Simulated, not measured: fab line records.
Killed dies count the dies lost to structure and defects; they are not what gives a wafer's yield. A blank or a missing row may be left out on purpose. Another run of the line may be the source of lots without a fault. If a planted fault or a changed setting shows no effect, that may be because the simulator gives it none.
Comparing a struck lot with a sound one | flow n5 finfet | 16 steps out of a route of 1938
Sound: these wafers, L779.2, L779.4, L779.5. Wafers L784.3, L784.4, L784.6 were the ones struck. The cause is given at the end.
Order at every step that has rows: each side's tool, ch and its chambers, its first start. Under that, the readings that differ: sound wafers | struck wafers | difference of the means | sigmas: that difference in standard deviations of wafers without a fault.
alike: readings with means less than 2 such deviations apart, plus words and numbers identical on both sides. not compared: withheld readings, readings lacking a value on some wafer, bounds such as >300 that could conceal the same value, and numbers that have no deviation in the record and whose values overlap.
A row with sigmas, a row that says differs or no value, or rows on one side alone: a step with any of these is where the two part. Non-overlapping numbers with no deviation appear without sigmas and do not part them. A reading that every wafer of one side lacks parts them only if that side has two wafers or more.

first, 7 steps without rows for these wafers: N5_BEOL_M4_COAT_76 (time 60 s, resist thk 5 nm); N5_BEOL_M4_COAT_22 (resist thk 30 nm); N5_BEOL_M4_EBR_24; N5_BEOL_M4_SOFTBAKE_23 (time 60 s); N5_BEOL_M4_EXPOSE_25 (exposes mask V3, defocus 5 nm); N5_BEOL_M4_PEB_26 (peb time 60 s); N5_BEOL_M4_DEVELOP_27 (develop time 30 s).
N5_BEOL_M4_CD_MEAS_28: target cd 26.2 nm, target cd y 24.1 nm.
  sound on cd sem-03 ch 0, day 9 00:41; struck on cd sem-01 ch 0, day 10 20:07
  alike: cd nm
N5_BEOL_M4_OVL_MEAS_29:
  sound on overlay-01 ch 0, day 9 00:44; struck on overlay-02 ch 0, day 10 20:10
  alike: V3_OVL
N5_BEOL_M4_INSPECT_30: inspects for defects (brightfield).
  struck on defect inspect-02, day 10 20:12; sound on defect inspect-01, day 9 00:47
  alike: raw defect count
N5_BEOL_M4_DESCUM_33: chemistry O2, time 7 s.
  sound on rie diel-04 ch 0,1,2, day 9 00:53; struck on rie diel-06 ch 0,2,3, day 10 20:27
  alike: drypump motor current A, oes product au, rf vpp V, showerhead plenum p Torr, temp c, throttle valve pct
  not compared: rf hours counter h
N5_BEOL_M4_ETCH_77: etches underlayer in N2/H2, target depth 6.5 nm, time 5.2 s.
  sound on rie diel-04 ch 0,1,2, day 9 00:55; struck on rie diel-06 ch 0,2,3, day 10 20:29
  alike: drypump motor current A, etch rf on time s, oes product au, rf vpp V, showerhead plenum p Torr, throttle valve pct
  not compared: rf hours counter h
N5_BEOL_M4_ETCH_69: etches SiARC in CF4, target depth 15.6 nm, time 26 s.
  sound on rie diel-04 ch 0,1,2, day 9 00:56; struck on rie diel-06 ch 0,2,3, day 10 20:30
  reading                         | sound             | struck            | difference | sigmas
  cf4 flow sccm (sccm)            | 99.4 100.6 99.9   | 129.6 130.5 130.4 | +30.2      | +94
  etch rf on time s (s)           | 26.5 26.8 26.1    | 23.8 25.8 25.0    | -1.6       | -2
  showerhead plenum p Torr (Torr) | 2.03 2.05 2.20    | 2.25 2.21 2.32    | +0.17      | +2
  throttle valve pct (%)          | 15.60 15.39 15.71 | 16.56 16.93 16.75 | +1.18      | +5
  alike: drypump motor current A, oes product au, rf vpp V
  not compared: rf hours counter h
N5_BEOL_M4_ALD_98: deposits SiO2, target thk 2.5 nm, pulse time 1 s, co reactant pulse time 1 s.
  sound on ald sin-01 ch 0,2,3, day 9 01:17; struck on ald sin-04 ch 0,3, day 10 20:35
  alike: heater power outer w, heater power w, precursor pulse height rel
N5_BEOL_M4_RC_MEAS_101:
  sound on prober-01 ch 0, day 9 08:05; struck on prober-02 ch 0, day 11 02:20
  alike: DIBL_N, DIBL_P, IOFF_N, IOFF_P, ION_N, ION_P, SS_N, SS_P, VT_N, VT_P
N5_PASSIVATION_PROBE_49:
  rows exist in the record for the sound wafers here (prober-01, day 13 13:46), none for the struck ones

WHERE THEY PART
At N5_BEOL_M4_ETCH_69 first; at N5_PASSIVATION_PROBE_49 last (within this record only).

WHY: whatever the simulator had introduced
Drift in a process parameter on rie diel-06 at N5_BEOL_M4_ETCH_69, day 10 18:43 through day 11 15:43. A move of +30 in setting cf4 flow sccm, from 100. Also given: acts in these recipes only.
